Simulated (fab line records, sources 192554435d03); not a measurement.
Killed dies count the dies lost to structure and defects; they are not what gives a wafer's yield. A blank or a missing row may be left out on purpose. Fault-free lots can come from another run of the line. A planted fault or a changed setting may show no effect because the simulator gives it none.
Matching of chambers -- flow n5 finfet -- N5_BEOL_M15_DESCUM_15 on rie diel-06 has 4 sister chambers
The step chemistry O2, time 7.9 s. 4 wafers are shown with their chamber, then 9 later ones without.

EACH WAFER AND ITS CHAMBER
wafer,chamber,showerhead plenum p Torr (Torr)
L089.4,3,2.19
L094.1,2,2.12
L094.2,0,2.05
L094.3,1,2.12

WAFERS WITH NO CHAMBER GIVEN
wafer,showerhead plenum p Torr (Torr)
L094.4,2.19
L094.5,2.12
L094.6,2.12
L093.2,2.12
L093.4,2.12
L093.6,2.12
L095.2,2.04
L095.4,2.19
L095.6,2.19

WHICH CHAMBER EACH ONE RAN IN
wafer,from the rows above,in truth
L094.4,3,3
L094.5,can't be placed: 1 or 2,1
L094.6,can't be placed: 1 or 2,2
L093.2,can't be placed: 1 or 2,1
L093.4,can't be placed: 1 or 2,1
L093.6,can't be placed: 1 or 2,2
L095.2,0,0
L095.4,3,3
L095.6,3,3
Placed correctly: 4 of 9. Cannot be placed on the basis of these rows: 5; the candidates contain the true chamber in 5. Number placed wrongly: 0.
How it was worked out, from the rows above alone: a wafer's distance from a chamber is the root of the sum, over the readings, of the square of ((its reading less the chamber's mean) divided by the reading's scatter). The wafer belongs to the nearest chamber; if the next one is less than 2 further off, it can't be placed. Each chamber's mean is taken over the wafers shown for it. The scatter (one wafer shown for each chamber): square how far every hidden wafer sits from the nearest shown wafer, average those squares and take the square root.
